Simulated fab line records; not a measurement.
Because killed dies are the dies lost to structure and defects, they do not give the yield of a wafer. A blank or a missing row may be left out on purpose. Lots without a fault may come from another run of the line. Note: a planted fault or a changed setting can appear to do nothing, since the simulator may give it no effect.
fab line records :: flow n5-finfet
record
  lots=4
  wafers=12
  last-day=18
route steps=1938 shown BEOL_M11@1580 BEOL_M12@1602 PASSIVATION@1936
lots that met no fault: from a run of the same line without faults
start-h: start of the lot's first displayed wafer, in hours after the record's first day :: wait-h: how many hours have passed since the lot's step before this one :: " as in the row above :: L1.1+2: one row covering several wafers at once :: - value missing, or start not given :: * or withheld: withheld :: < > ~ a bound
route shown NAME@n: names a module that has steps shown in the file, with the first one's number in the route :: usual: mean and standard deviation over wafers with no fault :: same: alike in all rows :: chamber/n: place in a boat :: sites: each site's reading :: _std_site: standard deviation across them :: _edge_site: mean of outer sites minus mean of inner sites :: radius-mm: how far each site lies from the wafer's centre :: mask NAME#n: copy n :: behind: the last tool/chamber to shape the wafer :: hold: cause of the lot's hold/its duration in hours/its outcome :: device: whichever transistor did not switch (one of n, p or np) :: end of line: the route-end tests of the same wafers :: a step without rows: its recipe alone :: killed: the dies lost at the first sort to structure and to defects; this is not the yield of the wafer :: map: shows each die of a wafer: x if killed, . if not, _ if none is there
set.NAME: setting as actually run; set.NAME@STEP: the setting as run at that earlier step :: model.NAME: the simulator's own value behind a step, which no gauge read
lots at some steps of the route; a table a step, a row a wafer
services: when a tool's chamber went out of use (start-h, in hours from the record's first day, below 0 if earlier), for how many hours, and the reason
## steps
# step N5_BEOL_M11_STRIP_77
# recipe
  chemistry=N2/H2
  time-s=10
  power-w=450
  temp-c=40
  pressure-mtorr=20
  rf-frequency-hz=6e+07
  bias-power-w=7
  n2-flow-sccm=200
  h2-flow-sccm=200
# step N5_BEOL_M11_HM_STRIP_39
# recipe
  chemistry=peroxide-tin-strip
  material=TiN
  target-depth-a=250
  temp-c=50
  time-s=158
# step N5_BEOL_M11_SRD_40
# recipe
  time-s=30
  temp-c=23
  rinse-liquid=diw
  dry=ipa-marangoni
# step N5_BEOL_M11_PRECLEAN_42
# recipe
  chemistry=residue-remover
  time-s=60
  temp-c=40
# step N5_BEOL_M11_SRD_43
# recipe
  time-s=30
  temp-c=23
  rinse-liquid=diw
  dry=ipa-marangoni
# step N5_BEOL_M11_CURE_72
# recipe
  temp-c=370
  time-s=120
  ambient=DMADMS/He
  material=SiCOH_lowk
# step N5_BEOL_M11_DEGAS_44
# recipe
  ambient=vacuum
  temp-c=250
  time-s=60
# step N5_BEOL_M11_PRE_CLEAN_45
# recipe
  gas=H2/He
  time-s=30
  temp-c=250
# step N5_BEOL_M11_ALD_74
# recipe
  material=TaN
  target-thk-a=20
  temp-c=275
  ald-precursor-family=PDMAT
  ald-co-reactant=NH3
  pressure-torr=3
  carrier-flow-sccm=1500
  pulse-time-s=2
  purge-time-s=3
  co-reactant-purge-time-s=2
  co-reactant-pulse-time-s=3
  ald-cycles=40
  precursor-vessel-temp-c=75
  precursor-vessel-pressure-torr=26.25
  precursor-vessel-carrier-sccm=1000
# step N5_BEOL_M11_SURFACE_TREAT_76
# recipe
  gas=Ar
  time-s=*
  ion-energy-ev=*
  ion-current-ma-cm2=0.5
  pressure-mtorr=*
  ar-flow-sccm=30
# step N5_BEOL_M11_CVD_75
# recipe
  material=Co
  target-thk-a=20
  temp-c=withheld
  precursor=CCTBA/H2
  pressure-torr=30
  time-s=138.9
lot.wafer: L751.1+5+6
tool: cvd-co-01
chamber: 0,0,2
start-h: 338.91
wait-h: 0.0

lot.wafer: L750.1+3+5
tool: cvd-co-02
chamber: 2,0,0
start-h: 347.35
wait-h: 0.1

lot.wafer: L756.1+3+6
tool: cvd-co-01
chamber: 1,0,1
start-h: 372.20
wait-h: 0.2

lot.wafer: L761.1+3+5
tool: cvd-co-01
chamber: 2,1,0
start-h: 380.55
wait-h: 0.1
# step N5_BEOL_M11_SPUTTER_48
# recipe
  material=Cu
  target-thk-a=120
  temp-c=-20
  bias-v=60
  power-w=26000
  chamber-pressure-pa=0.13
  time-s=2
# step N5_BEOL_M11_ECD_50
# recipe
  material=Cu
  target-thk-a=3180
# step N5_BEOL_M11_ANNEAL_51
# recipe
  temp-c=225
  time-s=90
  ambient=N2
# step N5_BEOL_M11_CMP_52
# recipe
  stop-on=SiCOH_lowk
  t-overpolish-s=7
  down-force-psi=1
  platen-rpm=50
  clearing-platen-down-force-psi=1.5
  clearing-platen-rpm=50
  post-cmp-clean=cu-alkaline
  target-thk-nm=140
  clearing-platen-pad-velocity-m-s=0.99484
  pad-velocity-m-s=0.99484
# step N5_BEOL_M11_PRE_CLEAN_55
# recipe
  gas=NH3
  time-s=15
  temp-c=withheld
  rf-power-w=300
# step N5_BEOL_M11_DEP_56
# recipe
  material=SiCN
  target-thk-a=300
  temp-c=withheld
  precursor=3MS/NH3
  pressure-torr=3
  rf-w=675
  time-s=10.5
# step N5_BEOL_M12_ILD_DEP_00
# recipe
  material=SiOC
  target-thk-a=6589.2
  temp-c=350
  precursor=DEMS/O2
  pressure-torr=5
  rf-w=500
  time-s=130.7
# step N5_BEOL_M12_COAT_58
# recipe
  resist=BARC
  temp-c=205
  time-s=60
  spin-rpm=1500
  resist-thk-nm=89
# step N5_BEOL_M12_COAT_04
# recipe
  spin-rpm=1625
  resist-thk-nm=400
# step N5_BEOL_M12_EBR_06
# recipe
  solvent=PGMEA
  ebr-width-mm=1.5
# step N5_BEOL_M12_SOFTBAKE_05
# recipe
  temp-c=130
  time-s=60
# step N5_BEOL_M12_EXPOSE_07
# recipe
  mask-id=V11
  na=0.93
  source-shape=conventional
  sigma-outer=0.6
  polarization=unpolarized
  attpsm-phase-deg=180
  dose-mj=32.5
# step N5_BEOL_M12_PEB_08
# recipe
  peb-temp-c=130
  peb-time-s=90
# step N5_BEOL_M12_DEVELOP_09
# recipe
  develop-time-s=45
  rinse-liquid=diw
  dry=air-spin
  dev-temp-c=21
# step N5_BEOL_M12_HARDBAKE_14
# recipe
  temp-c=130
  time-s=120
# step N5_BEOL_M12_DESCUM_15
# recipe
  chemistry=O2
  time-s=7.9
  source-power-w=50
  bias-power-w=20
  pressure-mtorr=20
  rf-frequency-hz=2.712e+07
  temp-c=40
  o2-flow-sccm=225
# step N5_BEOL_M12_ETCH_59
# recipe
  chemistry=N2/H2
  target=BARC
  target-depth-a=890
  overetch-a=267
  time-s=67.9
  ion-energy-ev=200
  pressure-mtorr=30
  source-w=840
  bias-w=150
  n2-flow-sccm=200
  h2-flow-sccm=200
# step N5_BEOL_M12_VIA_ETCH_16
# recipe
  chemistry=C4F8/O2/Ar
  target=SiOC
  pressure-mtorr=30
  source-w=3000
  bias-w=700
  Ar_flow_sccm=400
  C4F8_flow_sccm=15
  O2_flow_sccm=8
  he-inner-torr=15
  he-outer-torr=30
  target-depth-a=7248
  time-s=withheld
  ion-energy-ev=250
  ends=cleared
# step N5_BEOL_M12_STRIP_63
# recipe
  chemistry=N2/H2
  power-w=1000
  temp-c=250
  h2-frac=0.65
  overash-fraction=0.3
  pressure-mtorr=1000
  n2-flow-sccm=1750
  h2-flow-sccm=3250
# step N5_BEOL_M12_STRIP_64
# recipe
  chemistry=N2/H2
  power-w=1000
  temp-c=250
  h2-frac=0.65
  overash-fraction=0.3
  pressure-mtorr=withheld
  n2-flow-sccm=1750
  h2-flow-sccm=3250
# step N5_BEOL_M12_STRIP_71
# recipe
  chemistry=post-etch-residue-remover
  time-s=60
  temp-c=25
  remover-ph=withheld
  remover-water-wt-pct=withheld
  remover-fluoride-wt-pct=withheld
# step N5_BEOL_M12_SRD_72
# recipe
  time-s=30
  temp-c=23
  rinse-liquid=diw
  dry=n2-spin
  spin-rpm=1500
  dry-time-s=30
# step N5_PASSIVATION_PROBE_49
# usual
  defect-limited-yield=91.4/1.4
  killed_at_M0_to_M3=34/9.1
  killed_at_M4_up=14/5.2
  killed-at-contacts=12/6.4
  killed-at-front-end=38/11
  killed-at-other=3.7/2.8
  killed-dies=102/17
  killed-on-rim=14/3.9
  killed-open=68/13
  killed-short=32/7.8
  sort_bin_4_leakage=0.05/0.3
  sort_bin_5_function=5.1/1
  sort_bin_6_memory=3.2/0.66
  sort_bin_8_speed=0.1/0.92
  sort-n-pass=1076/19
  sort-yield-pct=91.2/1.6
# same
  gross-dies=1180
  killed-at-back-side=0
lot.wafer: L750.1
tool: prober-02
chamber: -
start-h: 391.15
wait-h: 0.0
defect-limited-yield[%]: 91.7
killed_at_M0_to_M3: 28
killed_at_M4_up: 17
killed-at-contacts: 8
killed-at-front-end: 42
killed-at-other: 3
killed-dies: 98
killed-on-rim: 15
killed-open: 68
killed-short: 29
sort_bin_4_leakage[%]: 0
sort_bin_5_function[%]: 5.6
sort_bin_6_memory[%]: 2.5
sort_bin_8_speed[%]: 0
sort-n-pass: 1082
sort-yield-pct[%]: 91.7

lot.wafer: L750.3
tool: prober-02
chamber: -
start-h: 391.25
wait-h: 0.1
defect-limited-yield[%]: 93.2
killed_at_M0_to_M3: 25
killed_at_M4_up: 9
killed-at-contacts: 10
killed-at-front-end: 31
killed-at-other: 5
killed-dies: 80
killed-on-rim: 10
killed-open: 50
killed-short: 29
sort_bin_4_leakage[%]: 0
sort_bin_5_function[%]: 3.8
sort_bin_6_memory[%]: 2.6
sort_bin_8_speed[%]: 0
sort-n-pass: 1100
sort-yield-pct[%]: 93.2

lot.wafer: L750.5
tool: prober-02
chamber: -
start-h: 391.35
wait-h: 0.2
defect-limited-yield[%]: 91.9
killed_at_M0_to_M3: 35
killed_at_M4_up: 11
killed-at-contacts: 19
killed-at-front-end: 30
killed-at-other: 1
killed-dies: 96
killed-on-rim: 18
killed-open: 74
killed-short: 21
sort_bin_4_leakage[%]: 0.42
sort_bin_5_function[%]: 5.0
sort_bin_6_memory[%]: 2.8
sort_bin_8_speed[%]: 0
sort-n-pass: 1079
sort-yield-pct[%]: 91.4

lot.wafer: L756.3
tool: prober-02
chamber: -
start-h: 419.59
wait-h: 0.1
defect-limited-yield[%]: 84.2
killed_at_M0_to_M3: 27
killed_at_M4_up: 90
killed-at-contacts: 26
killed-at-front-end: 39
killed-at-other: 4
killed-dies: 186
killed-on-rim: 33
killed-open: 65
killed-short: 35
sort_bin_4_leakage[%]: 0
sort_bin_5_function[%]: 8.6
sort_bin_6_memory[%]: 4.3
sort_bin_8_speed[%]: 0.1
sort-n-pass: 993
sort-yield-pct[%]: 84.2

lot.wafer: L761.5
tool: prober-02
chamber: -
start-h: 422.62
wait-h: 0.2
defect-limited-yield[%]: 81.1
killed_at_M0_to_M3: 42
killed_at_M4_up: 93
killed-at-contacts: 11
killed-at-front-end: 70
killed-at-other: 7
killed-dies: 223
killed-on-rim: 41
killed-open: 109
killed-short: 39
sort_bin_4_leakage[%]: 0
sort_bin_5_function[%]: 10.8
sort_bin_6_memory[%]: 4.8
sort_bin_8_speed[%]: 0
sort-n-pass: 957
sort-yield-pct[%]: 81.1
# killed by level:class
L750.1 STI_FIN_REVEAL:geometric-particle:open=13 FIN_SAQP:geometric-particle:short=9 BEOL_M2:geometric-particle:open=9 BEOL_M0_SAQP:geometric-particle:open=7 BEOL_M4:geometric-particle:open=7 MOL_CONTACT_COAG:geometric-particle:open=6 BEOL_M3:geometric-particle:open=6 FIN_SAQP:geometric-particle:open=5
L750.3 FIN_SAQP:geometric-particle:short=12 BEOL_M2:geometric-particle:open=11 MOL_CONTACT_COAG:geometric-particle:open=7 BEOL_M3:geometric-particle:open=5 FIN_SAQP:geometric-particle:open=4 STI_FIN_REVEAL:geometric-particle:open=4 ILD0:geometric-particle:short=4 BEOL_M4:geometric-particle:open=4
L750.5 MOL_CONTACT_COAG:geometric-particle:open=17 BEOL_M2:geometric-particle:open=13 STI_FIN_REVEAL:geometric-particle:open=12 BEOL_M3:geometric-particle:open=10 FIN_SAQP:geometric-particle:open=4 BEOL_M5:geometric-particle:open=4 FIN_SAQP:geometric-particle:short=3 DUMMY_GATE:geometric-particle:open=3
L756.3 BEOL_M11:unspecified=85 MOL_CONTACT_COAG:geometric-particle:open=17 BEOL_M2:geometric-particle:open=11 STI_FIN_REVEAL:geometric-particle:open=9 MOL_CONTACT_COAG:geometric-particle:short=9 FIN_SAQP:geometric-particle:open=7 BEOL_M3:geometric-particle:open=6 FIN_SAQP:geometric-particle:short=5
L761.5 BEOL_M11:unspecified=74 STI_FIN_REVEAL:geometric-particle:open=41 FIN_SAQP:geometric-particle:open=11 BEOL_M0_SAQP:geometric-particle:short=11 BEOL_M2:geometric-particle:open=11 BEOL_M0_SAQP:geometric-particle:open=10 BEOL_M4:geometric-particle:open=9 MOL_CONTACT_COAG:geometric-particle:short=6
# map L756.3 (x killed, . not)
_________________........x..x________________
______________.................._____________
___________......................x.__________
__________......x.x........x........_________
________.......x...........x.........._______
_______.......x...............x........______
______x....x...................xx.x....._____
_____.....x....x......x..x........x......____
____x...xx..........................x.....___
___............x.........x.............x...__
___............xx........x...........x....x__
__.......................x.......x.....x...._
__.....x...x.....x...............x....x...x._
_........x...............x.x.................
_..x...........x.xx..........................
_x..x....x...x..............x................
_...........x....x.......x...................
_........x................x.......x..........
_............................................
_..x..x.............x..x.....................
_..x..x...x...........................xxx...x
__x..xxxx..x..x......x...........x..x...x..._
__xxxxxxxx.............x..................x._
___xxxxxxxxxx..x...................x.......__
___xxxxxxxxxxxx............x....x..........__
____xxxxxxxxxx...........x.......x....x...___
_____xxxxxxxxx.............x.....x.......____
______xxxxxxx.....x...x.x.x..........x.._____
_______xxxxxxxx...x.......x............______
________xxxxxxxx..xx..x..x............_______
__________xxxx......................_________
___________xxxx...............x....__________
______________.....x.........x.._____________
_________________............________________
# map L761.5 (x killed, . not)
_________________......x.....________________
______________........x.x.....x._____________
___________xx............x..xxxx...__________
__________xx..........x............._________
________..............x....x......x..._______
_______.........x..x......x............______
______.............x..........x........._____
_____xx...x....x............x...........x____
____......x..................xx...........___
___..x......xx.x....xx....x............x...__
___...........................xx....x......__
__...........x......x........x.x.x.........x_
__..x..............x...x...................x_
_...............x...............x..........xx
_......x..................xx..xxx...........x
_...........x...x....x........x.x............
_..x.xx..........x.....................x...x.
_..x............xx...........x....xx....x..x.
_..x.......................x..x.......x......
_.x...x.....x.......x........x....x......x...
_.x.....x........x..xx..........x..x.........
__.x.xxxx.......x........x..x.....x........._
__xxxxxxxx.xx..........x....x.....xx.x......_
___xxxxxxx....x........x...........x.......__
___xxxxxxxxx.xx...xx.................x.x.xx__
____xxxxxxxxxx.x.........x................___
_____xxxxxxxxx.........x....xx.....x.x.x.____
______xxxxxxx....x.x...............x...._____
_______xxxxxxxx....x.....x..x....x.....______
________xxxxxx............x.x........._______
__________xxxx...x.......x..x......._________
___________xx..x.x.x.....x.......x.__________
______________..x..............._____________
_________________............________________
## services
tool: cvd-co-02
chamber: 1
start-h: 333.33
hours: -
kind: clean

tool: cvd-co-02
chamber: 1
start-h: 333.33
hours: 22.0
kind: scheduled-down

tool: cvd-co-02
chamber: 1
start-h: 333.33
hours: 22.0
kind: vent-cycle

tool: cvd-co-01
chamber: 0
start-h: 340.67
hours: 19.2
kind: repair

tool: cvd-co-02
chamber: -
start-h: 360.18
hours: 14.6
kind: pm
## key
first-sign
  step=N5_PASSIVATION_PROBE_49
  reading=killed_at_M4_up
  direction=up
  sigmas=15
  usual=14
  struck=92
effect
  step=N5_PASSIVATION_PROBE_49
  reading=defect-limited-yield
  direction=down
  sigmas=6.1
  usual=91.4
  struck=82.7
more-kills-born-at
  N5_BEOL_M11_CVD_75@cvd-co-01=159
met-at N5_BEOL_M11_CVD_75
struck-wafers L756.3,L761.5
onset-between 338.91 372.20
fault
  kind=chamber-particle-source
  tool=cvd-co-01
  chamber=0
  onset-h=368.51
  steps=N5_BEOL_M11_CVD_75
  rate-per-visit-cm2=1.9823
  end-h=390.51
